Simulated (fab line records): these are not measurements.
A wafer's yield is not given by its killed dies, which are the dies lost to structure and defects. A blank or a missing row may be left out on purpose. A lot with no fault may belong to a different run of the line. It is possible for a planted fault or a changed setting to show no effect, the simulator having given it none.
Which tool was responsible? -- flow nand harc -- 24 lots, 72 wafers sampled, at 6 steps of a route of 1302

WHAT THE GAUGES READ, wafer by wafer
NHARC_P_STI_INSPECT_25. Usual: 205 for raw defect count, sd 79.
lot,measured,on,raw defect count,flag
L074,day 4 07:34,defect inspect-01,131 153 104,
L075,day 4 11:56,defect inspect-01,162 246 204,
L076,day 4 20:13,defect inspect-02,316 274 251,
L077,day 5 03:30,defect inspect-02,141 163 198,
L078,day 5 13:51,defect inspect-02,104 166 213,
L079,day 6 07:16,defect inspect-01,155 220 88,
L081,day 6 21:50,defect inspect-01,143 203 166,
L080,day 6 21:50,defect inspect-02,178 245 225,
L082,day 7 11:24,defect inspect-01,179 154 205,
L083,day 8 02:41,defect inspect-01,452 235 387,
L084,day 8 08:01,defect inspect-02,160 153 226,
L085,day 8 14:30,defect inspect-01,152 173 123,
L086,day 9 01:20,defect inspect-01,301 274 217,
L087,day 9 09:25,defect inspect-02,275 271 312,
L088,day 10 02:56,defect inspect-01,167 185 126,
L089,day 10 02:56,defect inspect-02,150 371 185,
L090,day 10 16:22,defect inspect-02,219 114 172,
L091,day 11 00:19,defect inspect-01,118 146 129,
L092,day 11 10:22,defect inspect-01,140 115 256,
L093,day 11 23:24,defect inspect-01,161 194 248,
L094,day 12 06:43,defect inspect-01,229 156 268,
L095,day 12 18:35,defect inspect-02,124 167 173,
L096,day 13 05:19,defect inspect-01,189 201 128,
L097,day 13 11:57,defect inspect-02,439 269 353,

NHARC_A_ONON_D1_THK_MEAS_08: measures by ellipsometry. Usual: 1000 nm for thk nm, sd 10.
lot,measured,on,thk nm (nm),flag
L074,day 8 00:40,film metro-02,985 986 986,
L075,day 8 11:55,film metro-01,980 979 979,
L076,day 8 11:55,film metro-02,997 997 997,
L077,day 9 08:46,film metro-01,985 986 987,
L078,day 9 08:45,film metro-02,998 997 998,
L079,day 9 22:30,film metro-02,1011 1011 1009,
L081,day 10 18:00,film metro-01,1019 1019 1020,
L080,day 10 18:00,film metro-02,997 999 997,
L082,day 11 03:01,film metro-01,982 984 982,
L083,day 11 19:38,film metro-02,1015 1012 1015,
L084,day 12 09:05,film metro-01,1001 1002 1001,
L085,day 12 17:45,film metro-02,999 1001 1000,
L086,day 13 02:36,film metro-02,1000 1002 1000,
L087,day 13 02:36,film metro-01,1008 1009 1008,
L088,day 13 20:43,film metro-02,1002 1003 1002,
L089,day 13 20:44,film metro-02,1002 1002 1000,
L090,day 14 13:11,film metro-02,1012 1010 1013,
L091,day 15 00:07,film metro-02,1001 1001 1002,
L092,day 15 05:58,film metro-02,1001 1001 1003,
L093,day 15 16:33,film metro-02,1003 1001 1002,
L094,day 15 22:19,film metro-02,1019 1018 1016,
L095,day 17 05:58,film metro-02,993 994 995,
L096,day 17 05:59,film metro-02,999 1000 998,
L097,day 17 20:57,film metro-02,999 1000 1000,

NHARC_A_ONON_D1_THK_MEAS_34: measures by ellipsometry. Usual: 201 nm for thk nm, sd 3.1.
lot,measured,on,thk nm (nm),flag
L074,day 8 12:17,film metro-02,195 200 199,
L075,day 8 23:42,film metro-01,201 203 204,
L076,day 8 23:34,film metro-01,201 201 202,
L077,day 9 20:38,film metro-02,205 200 198,
L078,day 9 20:46,film metro-02,192 197 199,
L079,day 10 09:54,film metro-01,197 202 204,
L081,day 11 05:58,film metro-02,196 203 201,
L080,day 11 05:55,film metro-01,198 200 200,
L082,day 11 15:45,film metro-01,201 197 203,
L083,day 12 07:28,film metro-01,196 196 201,
L084,day 12 22:34,film metro-01,204 208 205,
L085,day 13 06:40,film metro-02,194 204 201,
L086,day 13 14:16,film metro-02,198 201 201,
L087,day 13 14:16,film metro-02,200 197 201,
L088,day 14 11:09,film metro-02,198 197 202,
L089,day 14 11:17,film metro-02,204 201 206,
L090,day 15 02:44,film metro-02,202 203 210,
L091,day 15 13:29,film metro-02,198 204 202,
L092,day 15 17:38,film metro-02,201 203 206,
L093,day 16 04:29,film metro-02,197 198 203,
L094,day 16 09:58,film metro-02,199 200 205,
L095,day 17 17:40,film metro-02,196 201 199,
L096,day 17 17:45,film metro-02,198 201 203,
L097,day 18 08:56,film metro-02,197 200 205,

EACH LOT AND THE TOOL THAT RAN IT (in order: tool; ch and the chambers of the sampled wafers; start)
lot,NHARC_P_GATE_DESCUM_93,NHARC_P_M2_STRIP_18,NHARC_P_M2_PRE_CLEAN_32
L074,"rie diel-08 ch 0,1,2, day 5 22:55","rie diel-02 ch 1,2, day 6 16:52","pecvd-02 ch 0,2, day 6 19:10"
L075,"rie diel-12 ch 0,1,3, day 6 06:38","rie diel-02 ch 1,2,3, day 7 00:11","pecvd-02 ch 0,1, day 7 02:26"
L076,"rie diel-02 ch 0,1,3, day 6 12:11","rie diel-08 ch 0,1,2, day 7 05:38","pecvd-02 ch 0,1, day 7 07:55"
L077,"rie diel-08 ch 0,1, day 7 06:20","rie diel-09 ch 0,2,3, day 8 00:04","pecvd-03 ch 0,1,2, day 8 02:17"
L078,"rie diel-12 ch 0,1,2, day 7 08:25","rie diel-02 ch 0,1,3, day 8 01:59","pecvd-02 ch 0,1,2, day 8 04:15"
L079,"rie diel-12 ch 1,2, day 7 21:15","rie diel-02 ch 0,1, day 8 15:05","pecvd-02 ch 0,1, day 8 17:22"
L081,"rie diel-02 ch 0,2, day 8 13:22","rie diel-09 ch 1,2,3, day 9 06:41","pecvd-03 ch 0,1,2, day 9 08:55"
L080,"rie diel-08 ch 0,3, day 8 14:46","rie diel-08 ch 1,3, day 9 07:55","pecvd-02 ch 0,1,2, day 9 10:13"
L082,"rie diel-02 ch 0,1,2, day 9 02:06","rie diel-09 ch 0,3, day 9 19:53","pecvd-01 ch 1,2, day 9 22:09"
L083,"rie diel-02 ch 0,3, day 9 18:14","rie diel-02 ch 0,2, day 10 12:22","pecvd-03 ch 0,2, day 10 15:00"
L084,"rie diel-12 ch 0,2, day 10 02:42","rie diel-02 ch 0,2, day 10 20:35","pecvd-01 ch 1,2, day 11 03:13"
L085,"rie diel-12 ch 0,2,3, day 10 11:22","rie diel-08 ch 2,3, day 11 09:37","pecvd-02 ch 1,2, day 11 12:24"
L086,"rie diel-02 ch 0,2, day 10 22:44","rie diel-02 ch 1,2,3, day 11 18:28","pecvd-02 ch 0,1,2, day 11 20:46"
L087,"rie diel-12 ch 0,1,3, day 10 22:22","rie diel-02 ch 2,3, day 11 17:42","pecvd-02 ch 0,1, day 11 19:58"
L088,"rie diel-12 ch 0,2,3, day 11 18:56","rie diel-02 ch 1,2,3, day 12 13:10","pecvd-02 ch 0,1,2, day 12 15:23"
L089,"rie diel-02 ch 1,2,3, day 11 19:43","rie diel-02 ch 0,1,3, day 12 14:10","pecvd-01 ch 2, day 12 16:25"
L090,"rie diel-08 ch 0,1,3, day 12 10:35","rie diel-02 ch 0,1,2, day 13 03:59","pecvd-01 ch 1,2, day 13 06:14"
L091,"rie diel-08 ch 1,2,3, day 12 20:38","rie diel-02 ch 0,2,3, day 13 14:25","pecvd-02 ch 0,1, day 13 16:38"
L092,"rie diel-08 ch 0,2, day 13 02:04","rie diel-08 ch 0,1,2, day 13 19:29","pecvd-02 ch 0,1,2, day 13 21:43"
L093,"rie diel-08 ch 0,2,3, day 13 13:32","rie diel-09 ch 1,3, day 14 07:18","pecvd-03 ch 0,1, day 14 09:33"
L094,"rie diel-02 ch 0,1,3, day 13 20:32","rie diel-08 ch 0,2,3, day 14 15:02","pecvd-02 ch 1,2, day 14 17:14"
L095,"rie diel-12 ch 0,1,3, day 14 12:46","rie diel-02 ch 0,1,2, day 15 06:20","pecvd-03 ch 1,2, day 15 08:35"
L096,"rie diel-02 ch 0,2, day 14 21:01","rie diel-02 ch 1,3, day 15 14:58","pecvd-02 ch 0,2, day 15 17:14"
L097,"rie diel-08 ch 1,2,3, day 15 03:23","rie diel-09 ch 0,2,3, day 15 21:04","pecvd-01 ch 0,1, day 15 23:22"
- NHARC_P_GATE_DESCUM_93: chemistry O2, time 3 s.
- NHARC_P_M2_STRIP_18: strips in N2/H2.
- NHARC_P_M2_PRE_CLEAN_32: time 12 s.

WHAT THE TOOLS THEMSELVES READ (means of the sampled wafers that have a number; where no wafer has one, the mark that the record gives instead)
NHARC_P_GATE_DESCUM_93. Usual: drypump motor current A 5.5 A, standard deviation 0.4; oes product au 0.999 a.u., standard deviation 0.011; rf vpp V 57.7 V, standard deviation 0.89; showerhead plenum p Torr 1.91 Torr, standard deviation 0.077; throttle valve pct 11.311 %, standard deviation 0.0092.
lot,tool,drypump motor current A (A),oes product au (a.u.),rf vpp V (V),showerhead plenum p Torr (Torr),throttle valve pct (%),flag
L074,rie diel-08,5.4,0.987,57.7,1.81,11.312,
L075,rie diel-12,5.6,1.004,58.1,1.89,11.303,
L076,rie diel-02,5.4,0.995,57.8,1.98,11.318,
L077,rie diel-08,5.6,1.001,57.9,1.82,11.311,
L078,rie diel-12,5.4,0.997,57.2,1.87,11.315,
L079,rie diel-12,5.2,1.012,57.6,1.89,11.312,
L081,rie diel-02,5.1,0.994,58.1,2.00,11.308,
L080,rie diel-08,6.0,1.007,57.2,1.85,11.301,
L082,rie diel-02,5.3,1.003,57.8,1.98,11.311,
L083,rie diel-02,5.3,1.002,58.1,2.00,11.309,
L084,rie diel-12,5.5,0.995,57.8,1.87,11.311,
L085,rie diel-12,5.6,1.011,57.6,1.91,11.312,
L086,rie diel-02,5.1,1.006,57.9,2.00,11.320,
L087,rie diel-12,5.7,1.006,57.4,1.88,11.314,
L088,rie diel-12,5.7,1.011,58.3,1.91,11.305,
L089,rie diel-02,5.3,0.985,58.7,1.98,11.315,
L090,rie diel-08,5.6,0.985,56.7,1.86,11.309,
L091,rie diel-08,5.5,0.991,57.4,1.85,11.304,
L092,rie diel-08,5.7,0.995,57.7,1.80,11.314,
L093,rie diel-08,5.8,1.000,57.3,1.84,11.302,
L094,rie diel-02,5.4,0.991,56.4,1.98,11.310,
L095,rie diel-12,5.6,0.995,57.7,1.88,11.307,
L096,rie diel-02,5.0,1.002,58.4,1.99,11.308,
L097,rie diel-08,5.5,0.998,57.2,1.85,11.307,

NHARC_P_M2_STRIP_18. Usual: drypump motor current A 5.4 A, standard deviation 0.4; oes product au 0.997 a.u., standard deviation 0.012; rf fwd power W 997 W, standard deviation 3.3; rf vpp V 90.7 V, standard deviation 1; showerhead plenum p Torr 2.06 Torr, standard deviation 0.09; throttle valve pct 14.172 %, standard deviation 0.009.
lot,tool,drypump motor current A (A),oes product au (a.u.),rf fwd power W (W),rf vpp V (V),showerhead plenum p Torr (Torr),throttle valve pct (%),flag
L074,rie diel-02,5.2,0.984,992,91.7,2.11,14.163,
L075,rie diel-02,5.3,0.998,997,91.4,2.11,14.166,
L076,rie diel-08,5.4,0.993,999,89.3,1.93,14.167,
L077,rie diel-09,5.6,0.986,998,89.7,1.98,14.171,
L078,rie diel-02,5.4,0.990,995,90.5,2.11,14.174,
L079,rie diel-02,5.6,1.003,996,91.7,2.09,14.169,
L081,rie diel-09,5.9,0.995,997,90.1,2.04,14.172,
L080,rie diel-08,5.3,1.004,993,89.3,1.99,14.174,
L082,rie diel-09,5.2,0.992,1000,90.4,1.99,14.165,
L083,rie diel-02,5.0,1.009,1000,91.9,2.13,14.168,
L084,rie diel-02,5.0,1.001,996,90.8,2.13,14.170,
L085,rie diel-08,5.9,0.996,995,91.1,2.01,14.175,
L086,rie diel-02,5.3,0.995,998,91.1,2.11,14.185,
L087,rie diel-02,5.0,0.983,997,90.9,2.13,14.178,
L088,rie diel-02,5.3,0.990,998,90.9,2.11,14.165,
L089,rie diel-02,5.4,0.999,999,90.9,2.11,14.176,
L090,rie diel-02,5.3,0.996,992,91.1,2.11,14.167,
L091,rie diel-02,5.1,0.999,999,91.2,2.13,14.172,
L092,rie diel-08,5.4,0.999,999,90.0,1.92,14.166,
L093,rie diel-09,5.7,1.000,997,91.2,2.11,14.174,
L094,rie diel-08,5.8,1.002,997,89.7,1.97,14.163,
L095,rie diel-02,5.3,0.991,998,91.5,2.11,14.174,
L096,rie diel-02,5.6,0.983,995,89.9,2.09,14.172,
L097,rie diel-09,5.6,0.991,994,90.4,1.97,14.173,

NHARC_P_M2_PRE_CLEAN_32. Usual: heater power outer w 367 W, standard deviation 38; heater power w 641 W, standard deviation 49; rf fwd power W 292.5 W, standard deviation 0.89.
lot,tool,heater power outer w (W),heater power w (W),rf fwd power W (W),flag
L074,pecvd-02,416,687,292.1,
L075,pecvd-02,358,635,293.6,
L076,pecvd-02,338,606,292.9,
L077,pecvd-03,375,636,292.6,
L078,pecvd-02,368,629,291.8,
L079,pecvd-02,368,649,293.0,
L081,pecvd-03,388,676,292.5,
L080,pecvd-02,355,619,292.4,
L082,pecvd-01,394,712,292.1,
L083,pecvd-03,347,590,292.8,
L084,pecvd-01,349,647,291.2,
L085,pecvd-02,386,657,293.1,
L086,pecvd-02,349,615,292.3,
L087,pecvd-02,357,643,291.4,
L088,pecvd-02,390,665,291.0,
L089,pecvd-01,320,621,292.7,
L090,pecvd-01,381,694,292.5,
L091,pecvd-02,346,628,292.6,
L092,pecvd-02,391,676,292.5,
L093,pecvd-03,354,625,293.1,
L094,pecvd-02,389,666,293.7,
L095,pecvd-03,355,620,293.1,
L096,pecvd-02,372,636,291.9,
L097,pecvd-01,379,662,293.0,

THE ANSWER, worked out from the rows above alone
Rule: a lot counts as off when the mean over its wafers that have a number is more than 3 standard deviations away from the usual mean. A lot without any number at a reading at which 4 lots or more have one is off too. The other lots that the step has rows for count as sound. First the gauges in route order, then the tools' own readings, where a lot's mean is used as printed above. At the first step where some lot is off, the reading lying furthest off is the one used; lots without a number count as furthest.
No lot is off on any of the readings shown, so nothing can be concluded from this.

WHAT THE SIMULATOR PUT IN
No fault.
